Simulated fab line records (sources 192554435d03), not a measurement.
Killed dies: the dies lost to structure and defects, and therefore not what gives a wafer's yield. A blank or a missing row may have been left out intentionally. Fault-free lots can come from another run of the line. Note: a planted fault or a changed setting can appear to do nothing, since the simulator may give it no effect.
Lot-split experiment || flow n5Finfet || on a route of 1938 steps: 7 lots, 39 wafers read

THE SPLIT
At N5_BEOL_M0_SAQP_SPACER1_ALD_98 (deposits SiO2, target thk 12.8 nm, pulse time 1 s, purge time 2 s), the setting aldCycles was moved away from the recipe's 138 on 18 of the 39 wafers read, by -42.8% to +52.9%. The other wafers ran this setting at the recipe's value.

FROM THE SPLIT TO THE READING: what the file shows between them, 2 steps
- N5_BEOL_M0_SAQP_SPACER1_ETCHBACK_99: etches SiO2 in CHF3/O2, target depth 15.4 nm, time 7.7 s
- N5_BEOL_M0_SAQP_MANDREL1_REMOVE_100: chemistry HBr/Cl2/O2, target a-Si, stops on SiNx, bt time 10 s

THE READING
cdNm, in nm, at N5_BEOL_M0_SAQP_CD_MEAS_25 (target cd 13.1 nm). A value of 12.82 nm with a standard deviation of 0.22 nm is what fault-free wafers of this fab line usually give.

{"wafer": "L074.1", "tool, chamber at the split": "aldSin-04, 0,2", "aldCycles as run": 169, "against the recipe": "+22.5%", "cdNm, nm": 15.78, "against lot-mates on the recipe": "+2.98"}
{"wafer": "L074.2", "tool, chamber at the split": "aldSin-04, 3", "aldCycles as run": 169, "against the recipe": "+22.5%", "cdNm, nm": 16.22, "against lot-mates on the recipe": "+3.42"}
{"wafer": "L074.3", "tool, chamber at the split": "aldSin-04, 1,2,3", "aldCycles as run": 138, "against the recipe": "recipe", "cdNm, nm": 12.69, "against lot-mates on the recipe": "-"}
{"wafer": "L074.4", "tool, chamber at the split": "aldSin-04, 0,2", "aldCycles as run": 169, "against the recipe": "+22.5%", "cdNm, nm": 15.63, "against lot-mates on the recipe": "+2.83"}
{"wafer": "L074.5", "tool, chamber at the split": "aldSin-04, 1,2,3", "aldCycles as run": 138, "against the recipe": "recipe", "cdNm, nm": 12.85, "against lot-mates on the recipe": "-"}
{"wafer": "L074.6", "tool, chamber at the split": "aldSin-04, 1,2,3", "aldCycles as run": 138, "against the recipe": "recipe", "cdNm, nm": 12.87, "against lot-mates on the recipe": "-"}
{"wafer": "L077.1", "tool, chamber at the split": "aldSin-04, 3", "aldCycles as run": 138, "against the recipe": "recipe", "cdNm, nm": 13.17, "against lot-mates on the recipe": "-"}
{"wafer": "L077.2", "tool, chamber at the split": "aldSin-04, 0,2,2", "aldCycles as run": 79, "against the recipe": "-42.8%", "cdNm, nm": 7.40, "against lot-mates on the recipe": -5.61}
{"wafer": "L077.3", "tool, chamber at the split": "aldSin-04, 1", "aldCycles as run": 138, "against the recipe": "recipe", "cdNm, nm": 13.08, "against lot-mates on the recipe": "-"}
{"wafer": "L077.4", "tool, chamber at the split": "aldSin-04, 0,2,2", "aldCycles as run": 79, "against the recipe": "-42.8%", "cdNm, nm": 7.57, "against lot-mates on the recipe": -5.44}
{"wafer": "L077.5", "tool, chamber at the split": "aldSin-04, 0,2,2", "aldCycles as run": 79, "against the recipe": "-42.8%", "cdNm, nm": 7.82, "against lot-mates on the recipe": -5.19}
{"wafer": "L077.6", "tool, chamber at the split": "aldSin-04, 1", "aldCycles as run": 138, "against the recipe": "recipe", "cdNm, nm": 12.77, "against lot-mates on the recipe": "-"}
{"wafer": "L080.1", "tool, chamber at the split": "aldSin-02, 3,1,0", "aldCycles as run": 211, "against the recipe": "+52.9%", "cdNm, nm": 19.68, "against lot-mates on the recipe": "+6.97"}
{"wafer": "L080.2", "tool, chamber at the split": "aldSin-02, 2,0,3", "aldCycles as run": 138, "against the recipe": "recipe", "cdNm, nm": 12.71, "against lot-mates on the recipe": "-"}
{"wafer": "L080.3", "tool, chamber at the split": "aldSin-02, 3,1,0", "aldCycles as run": 211, "against the recipe": "+52.9%", "cdNm, nm": 19.77, "against lot-mates on the recipe": "+7.06"}
{"wafer": "L080.4", "tool, chamber at the split": "aldSin-02, 2,0,3", "aldCycles as run": 138, "against the recipe": "recipe", "cdNm, nm": 12.81, "against lot-mates on the recipe": "-"}
{"wafer": "L080.5", "tool, chamber at the split": "aldSin-02, 3,1,0", "aldCycles as run": 211, "against the recipe": "+52.9%", "cdNm, nm": 19.62, "against lot-mates on the recipe": "+6.91"}
{"wafer": "L080.6", "tool, chamber at the split": "aldSin-02, 2,0,3", "aldCycles as run": 138, "against the recipe": "recipe", "cdNm, nm": 12.60, "against lot-mates on the recipe": "-"}
{"wafer": "L088.1", "tool, chamber at the split": "aldSin-04, 0,1,2", "aldCycles as run": 138, "against the recipe": "recipe", "cdNm, nm": 12.77, "against lot-mates on the recipe": "-"}
{"wafer": "L088.2", "tool, chamber at the split": "aldSin-04, 0,1,2", "aldCycles as run": 138, "against the recipe": "recipe", "cdNm, nm": 13.08, "against lot-mates on the recipe": "-"}
{"wafer": "L088.3", "tool, chamber at the split": "aldSin-04, 3,1", "aldCycles as run": 180, "against the recipe": "+30.4%", "cdNm, nm": 16.68, "against lot-mates on the recipe": "+3.82"}
{"wafer": "L088.4", "tool, chamber at the split": "aldSin-04, 0,1,2", "aldCycles as run": 138, "against the recipe": "recipe", "cdNm, nm": 12.72, "against lot-mates on the recipe": "-"}
{"wafer": "L088.5", "tool, chamber at the split": "aldSin-04, 0", "aldCycles as run": 180, "against the recipe": "+30.4%", "cdNm, nm": 16.66, "against lot-mates on the recipe": "+3.80"}
{"wafer": "L088.6", "tool, chamber at the split": "aldSin-04, 3,1", "aldCycles as run": 180, "against the recipe": "+30.4%", "cdNm, nm": 16.88, "against lot-mates on the recipe": "+4.02"}
{"wafer": "L089.1", "tool, chamber at the split": "aldSin-04, 2,3,0", "aldCycles as run": 138, "against the recipe": "recipe", "cdNm, nm": 12.96, "against lot-mates on the recipe": "-"}
{"wafer": "L089.2", "tool, chamber at the split": "aldSin-04, 2,3,0", "aldCycles as run": 138, "against the recipe": "recipe", "cdNm, nm": 12.57, "against lot-mates on the recipe": "-"}
{"wafer": "L089.4", "tool, chamber at the split": "aldSin-04, 2,3,0", "aldCycles as run": 138, "against the recipe": "recipe", "cdNm, nm": 12.65, "against lot-mates on the recipe": "-"}
{"wafer": "L092.1", "tool, chamber at the split": "aldSin-02, 1,2,0", "aldCycles as run": 138, "against the recipe": "recipe", "cdNm, nm": 12.77, "against lot-mates on the recipe": "-"}
{"wafer": "L092.2", "tool, chamber at the split": "aldSin-02, 0", "aldCycles as run": 199, "against the recipe": "+44.2%", "cdNm, nm": 19.00, "against lot-mates on the recipe": "+6.24"}
{"wafer": "L092.3", "tool, chamber at the split": "aldSin-02, 1,2,0", "aldCycles as run": 138, "against the recipe": "recipe", "cdNm, nm": 12.70, "against lot-mates on the recipe": "-"}
{"wafer": "L092.4", "tool, chamber at the split": "aldSin-02, 3,1", "aldCycles as run": 199, "against the recipe": "+44.2%", "cdNm, nm": 18.37, "against lot-mates on the recipe": "+5.61"}
{"wafer": "L092.5", "tool, chamber at the split": "aldSin-02, 1,2,0", "aldCycles as run": 138, "against the recipe": "recipe", "cdNm, nm": 12.81, "against lot-mates on the recipe": "-"}
{"wafer": "L092.6", "tool, chamber at the split": "aldSin-02, 3,1", "aldCycles as run": 199, "against the recipe": "+44.2%", "cdNm, nm": 18.29, "against lot-mates on the recipe": "+5.53"}
{"wafer": "L095.1", "tool, chamber at the split": "aldSin-04, 2,3", "aldCycles as run": 185, "against the recipe": "+34.1%", "cdNm, nm": 17.32, "against lot-mates on the recipe": "+4.43"}
{"wafer": "L095.2", "tool, chamber at the split": "aldSin-04, 1", "aldCycles as run": 185, "against the recipe": "+34.1%", "cdNm, nm": 17.07, "against lot-mates on the recipe": "+4.18"}
{"wafer": "L095.3", "tool, chamber at the split": "aldSin-04, 0,2", "aldCycles as run": 138, "against the recipe": "recipe", "cdNm, nm": 12.94, "against lot-mates on the recipe": "-"}
{"wafer": "L095.4", "tool, chamber at the split": "aldSin-04, 2,3", "aldCycles as run": 185, "against the recipe": "+34.1%", "cdNm, nm": 17.30, "against lot-mates on the recipe": "+4.41"}
{"wafer": "L095.5", "tool, chamber at the split": "aldSin-04, 0,2", "aldCycles as run": 138, "against the recipe": "recipe", "cdNm, nm": 12.90, "against lot-mates on the recipe": "-"}
{"wafer": "L095.6", "tool, chamber at the split": "aldSin-04, 3", "aldCycles as run": 138, "against the recipe": "recipe", "cdNm, nm": 12.82, "against lot-mates on the recipe": "-"}
If several chambers appear in one row, that row covers several wafers at once and the file leaves open which wafer was in which chamber.

FIT RESULTS
A straight line over all 39 wafers: cdNm changes by +0.128 nm for each +1% of aldCycles; r = +1.00; the points scatter about the line by 0.19 nm.
The same after taking each lot's own level away (the mean of its wafers on the recipe; 39 wafers): +0.13 nm for each +1%; r = +1.00; scatter 0.18 nm.
On that fit, the largest move of aldCycles shifts the reading by 6.9 nm.
Measured against the standard deviation above, the lots' own levels, which go from 12.707 to 13.007 nm, span 1.4 times it.
The two slopes are in agreement: the lot-to-lot level therefore moves the slope only a little.
Check: for one of the wafers moved furthest among these (+52.9%), held out of the fit, the line's prediction against its lot-mates is +6.87 nm. It came out at +6.97 nm against them.

OTHER SPLITS APPLIED TO THESE WAFERS
Note: prior to the reading, these wafers also went through further splits. Each is held against what the fit with the lots' levels taken away leaves over:
{"other split on the same wafers": "N5_DUMMY_GATE_HM_DEP_06 timeS", "wafers away from the commonest value": 30, "r with cdNm (lot level and that fit taken away)": -0.11}
{"other split on the same wafers": "N5_SD_EPI_P_EPI_21 epiGrowthTimeS", "wafers away from the commonest value": 18, "r with cdNm (lot level and that fit taken away)": -0.10}

THE WHOLE CHAIN: every reading that the file lists as answering this split, in the file's order
{"step": "N5_BEOL_M0_SAQP_SPACER1_ALD_98", "what it does": "deposits SiO2, target thk 12.8 nm, pulse time 1 s, purge time 2 s", "reading": "SiO2_of_BEOL_M0_SAQP_SPACER1_ALD_98.thkNm (the simulator's own value, which no gauge read)", "change (the file's fit)": "+0.128 nm for each +1% of the setting", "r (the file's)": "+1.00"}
{"step": "N5_BEOL_M0_SAQP_MANDREL1_REMOVE_100", "what it does": "chemistry HBr/Cl2/O2, target a-Si, stops on SiNx, bt time 10 s", "reading": "SiO2_of_BEOL_M0_SAQP_SPACER1_ALD_98.thkNm (the simulator's own value, which no gauge read)", "change (the file's fit)": "+0.122 nm for each +1% of the setting", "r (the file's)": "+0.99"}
{"step": "N5_BEOL_M0_SAQP_MANDREL1_REMOVE_100", "what it does": "chemistry HBr/Cl2/O2, target a-Si, stops on SiNx, bt time 10 s", "reading": "BEOL_M0_SAQP.cdNm (the simulator's own value, which no gauge read)", "change (the file's fit)": "+0.129 nm for each +1% of the setting", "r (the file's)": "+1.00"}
{"step": "N5_BEOL_M0_SAQP_CD_MEAS_25", "what it does": "target cd 13.1 nm", "reading": "cdNm", "change (the file's fit)": "+0.13 nm for each +1% of the setting", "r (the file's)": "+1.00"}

THE FILE'S OWN FIT
cdNm changes by +0.13 nm for each +1% of aldCycles, r = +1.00.
